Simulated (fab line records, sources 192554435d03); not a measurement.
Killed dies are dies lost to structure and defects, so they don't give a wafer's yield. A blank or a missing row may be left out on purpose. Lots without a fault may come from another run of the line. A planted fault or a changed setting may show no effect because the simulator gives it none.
A struck lot beside a sound one | flow n5_finfet | 25 steps out of a route of 1938
Sound: wafers L615.2, L615.5, L615.6. Struck: wafers L627.2, L627.3, L627.6. The cause comes at the end.
At each step with rows: each side's tool, then ch and its chambers, then its first start. Under that, the readings that differ: sound wafers | struck wafers | difference of the means | sigmas: that difference in standard deviations of wafers without a fault.
alike: readings whose means differ by less than 2 such deviations, and words and numbers that are the same on both sides. not compared: withheld readings, readings that some wafer has no value for, bounds like >300 that may hide the same value, and numbers for which the record gives no deviation and whose values overlap.
The two part at a step that has a row with sigmas, a row that says differs or no value, or rows on one side only. Numbers that don't overlap but have no deviation are shown without sigmas and don't part them. A reading that every wafer of one side lacks parts them only if that side has two wafers or more.

first, 2 steps without rows for these wafers: N5_BEOL_M5_CO_CAP_78 (material Co, precursor CCTBA/H2, target thk 2 nm, time 102.1 s); N5_BEOL_M5_PRE_CLEAN_55 (time 15 s).
N5_BEOL_M5_DEP_56: deposits SiCN from 3MS/NH3, target thk 8 nm, time 14 s.
  sound on pecvd-02 ch 0,1,2, day 11 13:07; struck on pecvd-01 ch 0,1,2, day 14 11:41
  alike: showerhead_plenum_p_Torr, throttle_valve_pct
N5_BEOL_M5_RS_MEAS_57: measures by four-point-probe.
  sound on film_metro-02, day 11 13:11; struck on film_metro-01, day 14 11:46
  alike: M5_RS
N5_BEOL_M5_INSPECT_58: inspects for defects (darkfield).
  sound on defect_inspect-02, day 11 13:13; struck on defect_inspect-01, day 14 11:47
  alike: raw_defect_count
N5_BEOL_M6_ILD_DEP_00: deposits SiCOH lowk from DEMS/porogen, target thk 179.75 nm, time 33.4 s.
  sound on pecvd-02 ch 0,1, day 11 13:15; struck on pecvd-03 ch 0,1, day 14 11:49
  alike: heater_power_w, showerhead_plenum_p_Torr, throttle_valve_pct
then, 1 step without rows for these wafers: N5_BEOL_M6_CURE_74 (cures SiCOH lowk, time 240 s).
N5_BEOL_M6_THK_MEAS_01:
  sound on film_metro-01, day 11 13:49; struck on film_metro-02, day 14 12:24
  alike: M6_ILD_THK
N5_BEOL_M6_PECVD_70: deposits SiO2 from TEOS/O2, target thk 20 nm, time 22.7 s.
  sound on pecvd-03 ch 0,2, day 11 13:52; struck on pecvd-03 ch 0,2, day 14 12:26
  alike: heater_power_w, showerhead_plenum_p_Torr, throttle_valve_pct
N5_BEOL_M6_HM_DEP_02: deposits TiN, target thk 20 nm.
  sound on pvd_sputter-03, day 11 16:04; struck on pvd_sputter-02, day 14 13:52
  alike: throttle_valve_pct
then, 2 steps without rows for these wafers: N5_BEOL_M6_COAT_59 (time 60 s, resist thk 100 nm); N5_BEOL_M6_COAT_60 (time 60 s, resist thk 35 nm).
N5_BEOL_M6_COAT_05: resist thk 90 nm.
  sound on litho_track-02 ch 0, day 11 16:12; struck on litho_track-04 ch 0, day 14 13:59
  reading                                      | sound                | struck               | difference | sigmas
  spin_speed_rpm (rpm)                         | 1497.4 1498.5 1498.4 | 1670.0 1671.4 1670.5 | +172.5     | +99 or more
  model.CAR-ArF_of_BEOL_M6_COAT_05.thk_nm (nm) | 89.6 89.6 89.8       | 85.4 85.6 85.4       | -4.2       |
  alike: resist_line_temp_C
then, 5 steps without rows for these wafers: N5_BEOL_M6_EBR_07; N5_BEOL_M6_SOFTBAKE_06 (time 60 s); N5_BEOL_M6_EXPOSE_08 (exposes mask M6); N5_BEOL_M6_PEB_09 (peb time 60 s); N5_BEOL_M6_DEVELOP_10 (develop time 30 s).
N5_BEOL_M6_CD_MEAS_11: target cd 38.5 nm.
  sound on cd_sem-02 ch 0, day 11 16:34; struck on cd_sem-02 ch 0, day 14 14:14
  alike: cd_nm
N5_BEOL_M6_OVL_MEAS_12:
  sound on overlay-02 ch 0, day 11 16:35; struck on overlay-02 ch 0, day 14 14:16
  alike: M6_OVL
N5_BEOL_M6_INSPECT_13: inspects for defects (brightfield).
  sound on defect_inspect-02, day 11 16:37; struck on defect_inspect-02, day 14 14:17
  alike: raw_defect_count
then, 1 step without rows for these wafers: N5_BEOL_M6_DESCUM_16 (chemistry O2, time 7.9 s).
N5_BEOL_M6_ETCH_61: etches SiARC in CF4, target depth 45.5 nm, time 75.8 s.
  sound on rie_diel-05 ch 1,3, day 11 16:49; struck on rie_diel-05 ch 2,3, day 14 14:25
  reading                                      | sound          | struck     | difference | sigmas
  model.CAR-ArF_of_BEOL_M6_COAT_05.thk_nm (nm) | 50.6 50.6 50.8 | 46 46.2 46 | -5         |
  alike: drypump_motor_current_A, etch_rf_on_time_s, oes_product_au, rf_vpp_V, showerhead_plenum_p_Torr, throttle_valve_pct
  not compared: rf_hours_counter_h
N5_BEOL_M6_ETCH_62: etches SOC in N2/H2, target depth 110 nm, overetch 22 nm, time 165 s.
  sound on rie_diel-05 ch 1,3, day 11 16:53; struck on rie_diel-05 ch 2,3, day 14 14:28
  alike: drypump_motor_current_A, oes_product_au, rf_vpp_V, showerhead_plenum_p_Torr, throttle_valve_pct
  not compared: rf_hours_counter_h
-- the record jumps here: 4 days lie between the struck wafers' starts before and after (it left off in module BEOL_M6 and takes up again in module PASSIVATION, whose first step shown is number 1936 of the route) --
N5_PASSIVATION_PROBE_49:
  sound on prober-02, day 15 11:12; struck on prober-02, day 18 18:23
  alike: defect_limited_yield, killed_at_M0_to_M3, killed_at_M4_up, killed_at_contacts, killed_at_front_end, killed_at_other, killed_dies, killed_open, killed_short, sort_bin_5_function, sort_bin_6_memory, sort_n_pass, sort_yield_pct

WHERE THEY PART
Only at N5_BEOL_M6_COAT_05, within this record. Later steps at which nothing parts them and some readings are alike: N5_BEOL_M6_CD_MEAS_11, N5_BEOL_M6_OVL_MEAS_12, N5_BEOL_M6_INSPECT_13, N5_BEOL_M6_ETCH_61, N5_BEOL_M6_ETCH_62, N5_PASSIVATION_PROBE_49.

WHY: what the simulator had put in
Process parameter drift: litho_track-04, from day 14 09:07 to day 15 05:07, at N5_BEOL_M6_COAT_05. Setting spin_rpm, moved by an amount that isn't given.
